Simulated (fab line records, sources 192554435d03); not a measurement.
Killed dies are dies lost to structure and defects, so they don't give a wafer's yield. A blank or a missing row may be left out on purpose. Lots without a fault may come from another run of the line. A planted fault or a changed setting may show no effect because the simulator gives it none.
Chamber matching | flow n5_finfet | N5_BEOL_M11_DESCUM_16 on rie_diel-05: 4 sister chambers
The step chemistry O2, time 7.9 s. 14 wafers are shown with their chamber, then 7 later ones without.

WAFERS WITH THEIR CHAMBER
wafer  | chamber | throttle_valve_pct (%) | showerhead_plenum_p_Torr (Torr) | oes_product_au (a.u.)
L074.1 | 2       | 20.63                  | 2.15                            | 0.90
L074.4 | 3       | 20.74                  | 2.18                            | 0.76
L074.6 | 1       | 19.80                  | 2.12                            | 0.95
L080.1 | 3       | 20.78                  | 2.18                            | 0.74
L080.5 | 0       | 20.46                  | 2.00                            | 0.71
L080.6 | 3       | 20.75                  | 2.18                            | 0.75
L086.1 | 3       | 20.79                  | 2.17                            | 0.74
L086.4 | 1       | 19.86                  | 2.11                            | 0.90
L086.5 | 2       | 20.64                  | 2.14                            | 0.85
L089.1 | 0       | 20.48                  | 1.99                            | 0.71
L089.4 | 2       | 20.65                  | 2.14                            | 0.83
L089.5 | 3       | 20.80                  | 2.17                            | 0.73
L093.1 | 0       | 20.51                  | 1.99                            | 0.70
L093.2 | 2       | 20.66                  | 2.13                            | 0.83

SIGNATURES (means of the wafers above)
reading                  | chamber 0 | chamber 1 | chamber 2 | chamber 3 | scatter within a chamber
throttle_valve_pct       | 20.4833   | 19.8300   | 20.6450   | 20.7720   | 0.025
showerhead_plenum_p_Torr | 1.9933    | 2.1150    | 2.1400    | 2.1760    | 0.00661
oes_product_au           | 0.7067    | 0.9250    | 0.8525    | 0.7440    | 0.0226
Rule: a wafer's distance from a chamber is the root of the sum, over the readings, of the square of ((its reading less the chamber's mean) divided by the reading's scatter). The wafer belongs to the nearest chamber; if the next one is less than 2 further off, it can't be placed. The scatter: the root of (the sum of the squares of (reading less its chamber's mean) over the shown wafers, divided by (wafers less chambers)).

WAFERS WITHOUT THEIR CHAMBER
wafer  | throttle_valve_pct (%) | showerhead_plenum_p_Torr (Torr) | oes_product_au (a.u.)
L093.4 | 19.86                  | 2.11                            | 0.88
L094.3 | 20.80                  | 2.17                            | 0.72
L094.5 | 19.88                  | 2.11                            | 0.86
L094.6 | 20.66                  | 2.13                            | 0.82
L095.1 | 20.66                  | 2.13                            | 0.83
L095.2 | 20.81                  | 2.17                            | 0.72
L095.3 | 20.52                  | 1.99                            | 0.70

WHICH CHAMBER EACH WENT THROUGH
wafer  | from the rows above | in truth
L093.4 | 1                   | 1
L094.3 | 3                   | 3
L094.5 | 1                   | 1
L094.6 | 2                   | 2
L095.1 | 2                   | 2
L095.2 | 3                   | 3
L095.3 | 0                   | 0
Placed correctly: 7 of 7. Can't be placed from these rows: 0. Placed wrongly: 0.
